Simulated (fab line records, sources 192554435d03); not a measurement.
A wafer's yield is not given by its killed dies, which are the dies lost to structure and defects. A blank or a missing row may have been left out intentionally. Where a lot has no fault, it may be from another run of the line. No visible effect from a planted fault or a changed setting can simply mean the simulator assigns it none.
Code-filled problem report in 8D (eight disciplines) form + flow n5 finfet + the parts of the form that need people (team, actions taken, sign-off) are left out

== 1. THE ISSUE ==
M1_ILD_THK at N5_BEOL_M1_THK_MEAS_01 reads a mean of 92.2 nm on 2 wafers of 2 lots; wafers without a fault read 79.0 nm with a standard deviation of 1.3. That is +10 standard deviations from the usual mean.
First observed at day 8 06:53: wafer L436.5, on film metro-02. The record has a number at this step for 29 wafers belonging to 11 lots. Rule for "out" (also "out of limits"): further than 4 standard deviations from the usual mean. The rest of the wafers with a number are treated as sound.

== 2. WHAT IT IS AND WHAT IT IS NOT ==
| question                    | is               | is not                                                                                             |
|-----------------------------|------------------|----------------------------------------------------------------------------------------------------|
| which readings at this step | M1_ILD_THK       | -                                                                                                  |
| which lots                  | L436, L440       | L428, L429, L433, L434, L445, L446, L447, L448, L450                                               |
| which wafers of those lots  | L436.5, L440.1   | L436.3, L436.4, L440.2, L440.4                                                                     |
| read on which gauges        | film metro-02    | film metro-01                                                                                      |
| when                        | from day 8 06:53 | up to then (14 sound wafers); but 13 sound wafers of L440, L445, L446, L447, L448, L450 came after |

== 3. THE SUSPECTS, EACH WITH WHAT RULES IT OUT ==
Counting: any tool at a process step up to the reading remains a suspect provided it ran every lot that is out. Sound lots after the first of them don't rule it out here, since some wafers of a struck lot are sound.
- the gauge at N5_BEOL_M1_THK_MEAS_01: kept. All the wafers that are out were read on film metro-02, and no step on other tools shows them out.
- pecvd-04 at N5_BEOL_M1_ILD_DEP_00 (deposits SiOC from DEMS/O2, target thk 79 nm, time 15.3 s): kept. It processed each lot that is out (first: L436, day 8 06:49); up to then, its last sound lot is L434 (day 7 16:50).
Left after counting: pecvd-04 at N5_BEOL_M1_ILD_DEP_00, film metro-02 at N5_BEOL_M1_THK_MEAS_01.

== 4. THE CAUSE (what the simulator had put in) ==
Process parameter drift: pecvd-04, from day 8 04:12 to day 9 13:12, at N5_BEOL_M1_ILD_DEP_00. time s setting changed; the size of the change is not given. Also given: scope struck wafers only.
Of the 2 suspects that counting leaves, this tool is one.

== 5. THE CHAIN OF EFFECTS, in route order ==
Each row: a reading whose mean over the struck wafers that have a number lies more than 3 standard deviations from the usual. Scope: only readings with a usual standard deviation given in the record; hours: median across lots of the time from each lot's start at the first step in this table that gives one to its start at this step; sigmas: change in usual standard deviations.
| hours | step                   | reading    | usual   | on struck wafers | change | sigmas |
|-------|------------------------|------------|---------|------------------|--------|--------|
| 0     | N5_BEOL_M1_THK_MEAS_01 | M1_ILD_THK | 79.0 nm | 92.2             | +13.2  | +10    |
Later measuring or inspecting steps at which every struck wafer that the step has a row for has a number for every such reading, and none has moved that far: N5_BEOL_M4_RC_MEAS_101.

== 6. HOW IT WOULD HAVE BEEN CAUGHT EARLIER ==
3 hours passed between the start of the fault at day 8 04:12 and the first reading out of limits at a measuring or inspecting step in this record, taken at day 8 06:53.
Tool readings at N5_BEOL_M1_ILD_DEP_00 with a usual standard deviation given in the record: none out on any struck wafer, hence no alarm at a limit of 4 standard deviations on them.
Of the lots that are out (2), L440 began N5_BEOL_M1_ILD_DEP_00 on pecvd-04 after day 8 06:53. A tool hold placed at that time would have kept it from harm.
